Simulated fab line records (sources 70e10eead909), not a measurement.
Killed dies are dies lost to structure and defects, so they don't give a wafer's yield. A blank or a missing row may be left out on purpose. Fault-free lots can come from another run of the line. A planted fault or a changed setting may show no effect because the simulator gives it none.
Chamber matching -- flow nand-harc -- NHARC_P_M2_CMP_23 on cmp-01: 4 sister chambers
The step polishes, t overpolish 20 s, target thk 144.3 nm. 4 wafers are shown with their chamber, then 12 later ones without.

WAFERS, EACH WITH ITS CHAMBER
wafer,chamber,motor-current-A (A)
L084.2,2,12.0
L089.1,1,11.2
L089.5,3,13.5
L089.6,0,14.6

WAFERS WITH NO CHAMBER GIVEN
wafer,motor-current-A (A)
L090.4,13.4
L090.5,14.0
L090.6,11.1
L092.4,14.1
L092.5,12.1
L092.6,13.5
L095.1,13.1
L095.2,12.0
L095.4,14.7
L096.3,14.9
L096.4,11.9
L096.6,11.5

WHICH CHAMBER EACH ONE RAN IN
wafer,from the rows above,in truth
L090.4,3,3
L090.5,can't be placed: 3 or 0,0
L090.6,1,1
L092.4,can't be placed: 0 or 3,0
L092.5,2,2
L092.6,3,3
L095.1,3,3
L095.2,2,2
L095.4,0,0
L096.3,0,0
L096.4,2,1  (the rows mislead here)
L096.6,can't be placed: 1 or 2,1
Correct placement for 8 of the 12. Not placeable from these rows: 3 (in 3, the candidates include the true chamber). 1 placed wrongly.
How it was worked out, from the rows above alone: a wafer's distance from a chamber is the root of the sum, over the readings, of the square of ((its reading less the chamber's mean) divided by the reading's scatter). If the next closest chamber is less than 2 further off than the closest, the wafer can't be placed; otherwise it belongs to the closest. A chamber's mean is the mean of its shown wafers. The scatter: with one shown wafer a chamber, the root of the mean of the squares of how far each hidden wafer lies from its nearest shown one.
